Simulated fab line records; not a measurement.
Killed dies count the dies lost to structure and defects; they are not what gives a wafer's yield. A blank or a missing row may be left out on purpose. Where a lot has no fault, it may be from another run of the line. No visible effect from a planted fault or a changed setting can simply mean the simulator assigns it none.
Chamber matching + flow n5_finfet + rie_diel-05 running N5_BEOL_M6_STRIP_19: 4 sister chambers
The step strips in O2. 4 wafers are shown with their chamber, then 10 later ones without.

== WAFERS PAIRED WITH THEIR CHAMBERS ==
| wafer  | chamber | drypump_motor_current_A (A) |
|--------|---------|-----------------------------|
| L092.4 | 0       | 5.2                         |
| L092.5 | 2       | 5.6                         |
| L091.2 | 1       | 5.9                         |
| L091.4 | 3       | 6.7                         |

== WAFERS WITH NO CHAMBER GIVEN ==
| wafer  | drypump_motor_current_A (A) |
|--------|-----------------------------|
| L091.6 | 5.9                         |
| L095.1 | 5.6                         |
| L095.2 | 5.9                         |
| L095.3 | 5.3                         |
| L095.4 | 6.7                         |
| L095.5 | 5.9                         |
| L095.6 | 5.3                         |
| L096.2 | 5.6                         |
| L096.3 | 5.3                         |
| L096.5 | 6.0                         |

== CHAMBER TAKEN BY EACH ==
| wafer  | from the rows above | in truth |
|--------|---------------------|----------|
| L091.6 | 1                   | 1        |
| L095.1 | 2                   | 2        |
| L095.2 | 1                   | 1        |
| L095.3 | 0                   | 0        |
| L095.4 | 3                   | 3        |
| L095.5 | 1                   | 1        |
| L095.6 | 0                   | 0        |
| L096.2 | 2                   | 2        |
| L096.3 | 0                   | 0        |
| L096.5 | 1                   | 1        |
10 of 10 placed correctly. Can't be placed from these rows: 0. Number placed wrongly: 0.
How it was worked out, from the rows above alone: a wafer's distance from a chamber is the root of the sum, over the readings, of the square of ((its reading less the chamber's mean) divided by the reading's scatter). The wafer belongs to the nearest chamber; if the next one is less than 2 further off, it can't be placed. Each chamber's mean is taken over the wafers shown for it. The scatter: root of mean squared gap, hidden wafer to nearest shown wafer, with one shown wafer a chamber.
